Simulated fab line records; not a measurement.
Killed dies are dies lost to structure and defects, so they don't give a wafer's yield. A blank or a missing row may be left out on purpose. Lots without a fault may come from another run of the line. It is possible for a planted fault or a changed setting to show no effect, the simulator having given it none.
Matching of chambers | flow nand_harc | NHARC_P_GATE_DESCUM_61 on rie_diel-05: 4 sister chambers
The step chemistry O2, time 3 s. 14 wafers are shown with their chamber, then 7 later ones without.

== WAFERS WITH THEIR CHAMBER ==
wafer  | chamber | drypump_motor_current_A (A) | showerhead_plenum_p_Torr (Torr) | oes_product_au (a.u.)
L747.1 | 1       | 6.3                         | 1.91                            | 1.008
L747.4 | 2       | 6.1                         | 2.03                            | 0.990
L747.5 | 1       | 6.2                         | 1.90                            | 1.011
L750.1 | 3       | 6.1                         | 1.83                            | 0.996
L750.3 | 1       | 6.2                         | 1.90                            | 0.996
L750.6 | 2       | 6.1                         | 2.03                            | 0.993
L755.2 | 3       | 6.1                         | 1.82                            | 1.002
L755.4 | 0       | 5.5                         | 1.87                            | 1.000
L755.5 | 0       | 5.5                         | 1.86                            | 0.996
L762.2 | 1       | 6.3                         | 1.90                            | 1.008
L762.3 | 2       | 6.1                         | 2.02                            | 0.985
L762.6 | 3       | 6.1                         | 1.82                            | 0.986
L763.4 | 1       | 6.3                         | 1.90                            | 1.013
L763.5 | 2       | 6.1                         | 2.02                            | 1.001

SIGNATURES, as means of the wafers listed above
reading                  | chamber 0 | chamber 1 | chamber 2 | chamber 3 | scatter within a chamber
drypump_motor_current_A  | 5.500     | 6.260     | 6.100     | 6.100     | 0.0346
showerhead_plenum_p_Torr | 1.8650    | 1.9020    | 2.0250    | 1.8233    | 0.00545
oes_product_au           | 0.99800   | 1.00720   | 0.99225   | 0.99467   | 0.00669
Rule: a wafer lies at a distance from a chamber equal to the root of the sum of squares, over the readings, of (its reading less the chamber's mean, divided by the reading's scatter). The wafer belongs to the nearest chamber; if the next one is less than 2 further off, it can't be placed. The scatter: take each reading less its chamber's mean, square it, sum over the shown wafers, divide by the number of wafers less the number of chambers, and take the root.

== WAFERS MISSING THEIR CHAMBER ==
wafer  | drypump_motor_current_A (A) | showerhead_plenum_p_Torr (Torr) | oes_product_au (a.u.)
L763.6 | 6.1                         | 1.82                            | 0.996
L764.3 | 6.3                         | 1.90                            | 1.016
L764.4 | 6.3                         | 1.90                            | 1.013
L764.6 | 6.1                         | 2.02                            | 0.991
L765.1 | 6.1                         | 1.82                            | 0.982
L765.2 | 6.3                         | 1.90                            | 1.019
L765.4 | 6.1                         | 2.02                            | 0.998

== EACH ONE'S CHAMBER ==
wafer  | from the rows above | in truth
L763.6 | 3                   | 3
L764.3 | 1                   | 1
L764.4 | 1                   | 1
L764.6 | 2                   | 2
L765.1 | 3                   | 3
L765.2 | 1                   | 1
L765.4 | 2                   | 2
Correctly placed: 7 of 7. Left unplaced by these rows: 0. 0 placed wrongly.
